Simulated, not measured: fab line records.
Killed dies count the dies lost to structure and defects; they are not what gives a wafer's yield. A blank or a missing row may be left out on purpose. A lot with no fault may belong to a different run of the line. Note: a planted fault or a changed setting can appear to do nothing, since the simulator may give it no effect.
Matching of chambers -- flow n5-finfet -- N5_BEOL_M1_ETCH_64 on rie-diel-06 has 4 sister chambers
The step etches SOC in N2/H2, target depth 75 nm, overetch 15 nm, time 112.5 s. 18 wafers are shown with their chamber, then 9 later ones without.

WAFERS WITH THEIR CHAMBER
wafer,chamber,showerhead-plenum-p-Torr (Torr),throttle-valve-pct (%),drypump-motor-current-A (A)
L075.2,0,2.53,17.91,5.6
L075.4,1,2.65,17.78,6.0
L075.5,1,2.65,17.79,6.0
L078.1,2,2.69,17.93,5.9
L078.5,2,2.69,17.94,5.9
L078.6,3,2.60,17.67,6.4
L079.2,2,2.69,17.96,5.9
L079.3,3,2.60,17.67,6.5
L079.5,2,2.69,17.95,5.9
L080.2,3,2.60,17.67,6.5
L080.3,1,2.64,17.78,6.1
L080.6,3,2.60,17.68,6.5
L083.3,2,2.69,17.95,5.9
L083.4,3,2.60,17.68,6.4
L083.6,2,2.69,17.94,5.9
L084.1,2,2.68,17.95,5.9
L084.5,1,2.64,17.80,6.0
L084.6,2,2.68,17.96,5.9

SIGNATURES (averages over the wafers above)
reading,chamber 0,chamber 1,chamber 2,chamber 3,scatter within a chamber
showerhead-plenum-p-Torr,2.5300,2.6450,2.6875,2.6000,0.00423
throttle-valve-pct,17.9100,17.7875,17.9475,17.6740,0.00904
drypump-motor-current-A,5.600,6.025,5.900,6.460,0.0373
Rule: for each reading, subtract the chamber's mean from the wafer's reading, divide by that reading's scatter and square the result; add these up over the readings and take the root, which gives the wafer's distance from the chamber. The wafer belongs to the nearest chamber; if the next one is less than 2 further off, it can't be placed. The scatter is the square root of a quotient: the sum, over the shown wafers, of each reading's squared deviation from its chamber's mean, divided by wafers minus chambers.

WAFERS WITH NO CHAMBER GIVEN
wafer,showerhead-plenum-p-Torr (Torr),throttle-valve-pct (%),drypump-motor-current-A (A)
L088.1,2.53,17.95,5.6
L088.2,2.60,17.69,6.4
L088.4,2.64,17.81,6.0
L095.1,2.68,18.00,5.9
L095.3,2.63,17.84,6.0
L095.6,2.63,17.84,6.0
L097.1,2.59,17.74,6.5
L097.2,2.67,18.02,5.9
L097.6,2.67,17.98,5.9

WHICH CHAMBER EACH ONE RAN IN
wafer,from the rows above,in truth
L088.1,0,0
L088.2,3,3
L088.4,1,1
L095.1,2,2
L095.3,1,1
L095.6,1,1
L097.1,3,3
L097.2,2,2
L097.6,2,2
Correct placement for 9 of the 9. Not placeable from these rows: 0. Wrongly placed: 0.
